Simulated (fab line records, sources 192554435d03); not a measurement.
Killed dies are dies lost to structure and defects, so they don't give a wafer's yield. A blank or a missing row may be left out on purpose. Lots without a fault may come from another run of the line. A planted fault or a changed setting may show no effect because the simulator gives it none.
fab line records | flow n5_finfet
record lots=11 wafers=33 last_day=18
route steps=1938 shown MIM_TOP_LITHO@1849 MIM_TOP_ETCH@1853 MIM_BOT_LITHO@1862 MIM_BOT_ETCH@1869
lots that met no fault: from a run of the same line without faults
start_h: hours from the record's first day to the start of the lot's first wafer shown | wait_h: hours since the lot's step before | " the same as in the row above | L1.1+2: a row that stands for several wafers | - no value, or no start given | * or withheld: withheld | < > ~ a bound
route shown NAME@n: a module of which the file shows steps, and the number in the route of the first | usual: mean/standard deviation of fault-free wafers | same: alike in all rows | chamber/n: place in a boat | sites: the reading at each site | _std_site: their standard deviation | _edge_site: outer sites' mean less inner sites' | radius_mm: how far each site lies from the wafer's centre | mask NAME#n: copy n | behind: the tool/chamber that last shaped the wafer | hold: why the lot was held/for how many hours/how that ended | device: the transistor (n, p or np) that didn't switch | end of line: the same wafers' tests at the end of the route | a step without rows: its recipe alone | killed: dies lost to structure and defects at the first sort, not the wafer's yield | map: a wafer's dies, x killed, . not, _ none there
set.NAME: the setting as run; set.NAME@STEP: as run at that earlier step | model.NAME: the simulator's own value behind a step, which no gauge read
steps of the route over a sample of lots; a table a step, a row a wafer
services: from which hour (start_h, from the record's first day; less than 0 if before it) a tool's chamber was out of use, for how many hours, and why
## steps
# step N5_MIM_TOP_LITHO_INSPECT_12
# recipe mode=adi inspect_instrument=macro
# usual raw_defect_count=2.1/1.4
# columns lot.wafer tool chamber start_h wait_h raw_defect_count
L252.2 defect_inspect-01 - 272.93 0.0 1
L252.5 " - " " 4
L252.6 " - " " 2
L250.2 defect_inspect-01 - 273.06 0.0 2
L250.3 " - " " 0
L250.6 " - " " 2
L253.2 defect_inspect-01 - 276.72 0.0 1
L253.3 " - " " 7
L253.6 " - " " 3
L254.2 defect_inspect-02 - 290.25 0.0 1
L254.3 " - " " 1
L254.6 " - " " 2
L255.1 defect_inspect-01 - 303.66 0.0 1
L255.2 " - " " 2
L255.5 " - " " 4
L256.1 defect_inspect-02 - 304.05 0.0 4
L256.4 " - " " 2
L256.5 " - " " 4
L259.1 defect_inspect-01 - 326.52 0.0 2
L259.3 " - " " 1
L259.5 " - " " 0
L260.3 defect_inspect-01 - 326.56 0.0 2
L260.4 " - " " 1
L260.6 " - " " 3
L265.2 defect_inspect-02 - 367.14 0.0 1
L265.4 " - " " 3
L265.5 " - " " 3
L268.1 defect_inspect-02 - 381.23 0.0 1
L268.2 " - " " 5
L268.3 " - " " 1
L272.1 defect_inspect-01 - 427.01 0.0 2
L272.4 " - " " 4
L272.5 " - " " 2
# step N5_MIM_TOP_ETCH_PECVD_03
# recipe material=SiNx target_thk_a=200 temp_c=400 precursor=SiH4/NH3/N2 pressure_torr=1.5 rf_w=300 time_s=17.6
# usual heater_power_w=755/97 showerhead_plenum_p_Torr=5.13/0.055 susceptor_temp_C=400.02/0.21 throttle_valve_pct=40.0/2
# columns lot.wafer tool chamber start_h wait_h heater_power_w showerhead_plenum_p_Torr susceptor_temp_C throttle_valve_pct
L252.2 pecvd-01 1 273.26 - 721 5.18 399.68 38.1
L252.5 " 1 " " 722 5.19 400.02 37.9
L252.6 " 0 " " 734 5.13 399.94 40.1
L250.2 pecvd-02 0 273.39 - 622 5.11 400.12 43.0
L250.3 " 1 " " 929 5.20 400.02 41.8
L250.6 " 0 " " 619 5.11 400.42 43.0
L253.2 pecvd-01 2 277.20 - 799 5.10 399.83 40.4
L253.3 " 1 " " 702 5.19 400.25 38.1
L253.6 " 0 " " 790 5.12 400.16 39.9
L254.2 pecvd-01 1 290.58 - 655 5.19 399.88 38.2
L254.3 " 0 " " 794 5.12 400.25 40.3
L254.6 " 2 " " 862 5.10 399.99 40.3
L255.1 pecvd-01 1 303.99 - 625 5.19 400.02 38.0
L255.2 " 2 " " 853 5.10 400.09 40.6
L255.5 " 2 " " 853 5.09 400.01 40.7
L256.1 pecvd-01 2 304.43 - 905 5.09 400.12 40.4
L256.4 " 2 " " 891 5.10 399.61 40.3
L256.5 " 0 " " 754 5.12 399.84 40.5
L259.1 pecvd-01 2 326.88 - 825 5.10 400.10 40.8
L259.3 " 0 " " 798 5.12 399.72 40.1
L259.5 " 1 " " 756 5.18 399.96 38.0
L260.3 pecvd-04 0 326.92 - 832 5.14 399.69 42.6
L260.4 " 0 " " 836 5.15 399.90 42.7
L260.6 " 2 " " 657 5.20 400.00 36.3
L265.2 pecvd-04 1 367.74 - 717 5.03 400.11 40.3
L265.4 " 1 " " 737 5.04 400.03 40.4
L265.5 " 0 " " 735 5.15 400.37 42.9
L268.1 pecvd-02 1 381.56 - 906 5.20 400.27 41.5
L268.2 " 2 " " 928 5.13 399.99 38.5
L268.3 " 0 " " 708 5.11 399.94 43.1
L272.1 pecvd-04 1 427.56 - 749 5.03 400.24 40.3
L272.4 " 2 " " 649 5.19 400.07 36.8
L272.5 " 1 " " 758 5.05 400.16 40.3
# step N5_MIM_BOT_LITHO_CD_MEAS_08
# recipe target_cd_nm=3000 landing_energy_ev=500 detector=se_inlens polarity=opening
# usual cd_nm=2999.0/1.7
# columns lot.wafer tool chamber start_h wait_h cd_nm
L252.2 cd_sem-02 0 273.75 - 3000.7
L252.5 " 0 " " 3001.7
L252.6 " 0 " " 3000.2
L250.2 cd_sem-03 0 273.91 - 2998.3
L250.3 " 0 " " 2998.7
L250.6 " 0 " " 2999.8
L253.2 cd_sem-02 0 277.68 - 2999.9
L253.3 " 0 " " 2998.9
L253.6 " 0 " " 2998.5
L254.2 cd_sem-02 0 290.93 - 2998.1
L254.3 " 0 " " 2997.5
L254.6 " 0 " " 2994.9
L255.1 cd_sem-03 0 304.47 - 2995.8
L255.2 " 0 " " 2998.9
L255.5 " 0 " " 2999.0
L256.1 cd_sem-02 0 304.91 - 3001.5
L256.4 " 0 " " 2997.4
L256.5 " 0 " " 3000.5
L259.1 cd_sem-03 0 327.36 - 2999.3
L259.3 " 0 " " 2997.2
L259.5 " 0 " " 3000.4
L260.3 cd_sem-02 0 327.52 - 2998.6
L260.4 " 0 " " 2998.6
L260.6 " 0 " " 3001.0
L265.2 cd_sem-03 0 368.24 - 2998.5
L265.4 " 0 " " 2999.1
L265.5 " 0 " " 3000.9
L268.1 cd_sem-01 0 382.04 - 2999.9
L268.2 " 0 " " 3001.0
L268.3 " 0 " " 2998.8
L272.1 cd_sem-01 0 427.94 - 2997.0
L272.4 " 0 " " 2999.6
L272.5 " 0 " " 2999.2
# step N5_MIM_BOT_ETCH_STRIP_01
# recipe chemistry=O2 power_w=600 temp_c=60 pressure_mtorr=30 rf_frequency_hz=6e+07 bias_power_w=0 overash_fraction=0.5 o2_flow_sccm=225
# usual chamber_pressure_mTorr=29.99/0.077 drypump_motor_current_A=5.8/0.44 oes_product_au=0.82/0.077 rf_vpp_V=3.8/1.3 showerhead_plenum_p_Torr=2.10/0.072 throttle_valve_pct=16.55/0.2
# columns lot.wafer tool chamber start_h wait_h chamber_pressure_mTorr drypump_motor_current_A oes_product_au rf_hours_counter_h rf_vpp_V showerhead_plenum_p_Torr throttle_valve_pct
L252.2 rie_diel-04 1 274.22 0.1 29.91 5.4 0.83 74 3.8 2.12 16.57
L252.5 " 2 " " 30.03 5.8 0.95 - 2.3 2.04 16.38
L252.6 " 3 " " 30.00 6.5 0.69 - 4.3 2.16 16.85
L250.2 rie_diel-04 3 274.38 0.1 30.01 6.4 0.68 234 4.0 2.16 16.86
L250.3 " 2 " " 29.91 5.8 0.94 15 4.2 2.04 16.34
L250.6 " 3 " " 29.96 6.5 0.69 - 2.7 2.16 16.85
L253.2 rie_diel-04 0 278.84 0.5 30.16 5.2 0.88 31 3.9 2.04 16.07
L253.3 " 3 " " 30.04 6.5 0.68 236 5.0 2.16 16.81
L253.6 " 0 " " 29.97 5.2 0.88 - 4.8 2.04 16.01
L254.2 rie_diel-04 0 291.49 0.2 29.95 5.2 0.86 36 2.7 2.03 16.12
L254.3 " 3 " " 30.03 6.6 0.69 241 3.5 2.16 16.85
L254.6 " 2 " " 29.93 5.8 0.96 - 3.2 2.03 16.40
L255.1 rie_diel-05 0 304.95 0.1 29.95 5.8 0.85 71 5.1 2.03 16.55
L255.2 " 1 " " 30.05 5.7 0.80 89 4.2 2.03 16.70
L255.5 " 1 " " 30.02 5.6 0.80 - 5.1 2.03 16.69
L256.1 rie_diel-05 2 305.38 0.1 29.95 6.5 0.93 23 4.4 2.14 16.64
L256.4 " 0 " " 29.99 5.7 0.84 71 4.9 2.03 16.51
L256.5 " 0 " " 29.85 5.7 0.83 - 3.2 2.03 16.55
L259.1 rie_diel-05 1 327.83 0.1 30.02 5.6 0.79 96 3.8 2.03 16.71
L259.3 " 0 " " 29.94 5.7 0.84 78 5.2 2.02 16.53
L259.5 " 0 " " 29.93 5.7 0.81 - 3.9 2.03 16.52
L260.3 rie_diel-04 2 328.00 0.1 29.97 5.7 0.94 35 3.6 2.03 16.42
L260.4 " 0 " " 29.82 5.2 0.83 51 2.5 2.03 16.10
L260.6 " 3 " " 30.01 6.5 0.70 - 5.8 2.15 16.87
L265.2 rie_diel-05 1 368.71 0.1 29.99 5.6 0.77 111 5.1 2.02 16.74
L265.4 " 0 " " 29.97 5.7 0.81 - 2.5 2.02 16.60
L265.5 " 3 " " 38.94 5.2 0.82 - 3.2 2.20 16.60
L268.1 rie_diel-02 3 382.51 0.1 30.02 5.7 0.81 86 3.4 2.11 16.38
L268.2 " 1 " " 29.98 5.3 0.78 122 4.9 2.10 16.66
L268.3 " 0 " " 29.99 5.8 0.99 1 3.3 2.24 16.29
L272.1 rie_diel-02 1 428.44 0.1 30.00 5.3 0.76 136 6.2 2.10 16.68
L272.4 " 3 " " 29.91 5.7 0.79 101 9.2 2.11 16.39
L272.5 " 0 " " 30.13 5.8 0.93 - 3.0 2.23 16.30
## services
# columns tool chamber start_h hours kind
pecvd-04 - 265.39 0.2 repair
pecvd-01 - 268.67 0.6 repair
pecvd-04 - 284.97 2.8 pm
rie_diel-04 3 302.35 11.0 repair
pecvd-02 0 302.60 6.9 repair
pecvd-01 1 312.13 - calibration
rie_diel-05 - 312.36 2.8 pm
rie_diel-04 3 329.41 - clean
rie_diel-04 3 329.41 - consumable_replace:focus_ring
rie_diel-04 3 329.41 35.7 scheduled_down
rie_diel-04 3 329.41 35.7 vent_cycle
pecvd-02 - 336.80 1.3 repair
rie_diel-04 - 337.78 6.8 repair
rie_diel-02 - 344.64 0.3 repair
rie_diel-05 3 351.58 8.8 repair
rie_diel-02 0 354.63 - clean
rie_diel-02 0 354.63 - consumable_replace:focus_ring
rie_diel-02 0 354.63 - consumable_replace:showerhead
rie_diel-05 2 364.74 10.6 repair
pecvd-04 2 366.19 5.5 scheduled_down
pecvd-02 - 367.45 6.0 pm
pecvd-01 1 397.46 5.5 scheduled_down
rie_diel-04 - 406.79 0.3 repair
pecvd-04 0 415.49 - clean
## key
first_sign step=N5_MIM_BOT_ETCH_STRIP_01 reading=chamber_pressure_mTorr direction=up sigmas=99+ usual=* struck=*
effect none on later readings
met_at N5_MIM_BOT_ETCH_STRIP_01
struck_lots L265
struck_wafers L265.5
not_acting_at N5_MIM_TOP_LITHO_INSPECT_12,N5_MIM_TOP_ETCH_PECVD_03,N5_MIM_BOT_LITHO_CD_MEAS_08
fault kind=process_parameter_drift tool=rie_diel-05 chamber=3 onset_h=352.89 steps=N5_MIM_BOT_ETCH_STRIP_01 channel=pressure_mtorr offset=* shape=step end_h=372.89 acts_in=* stated=*
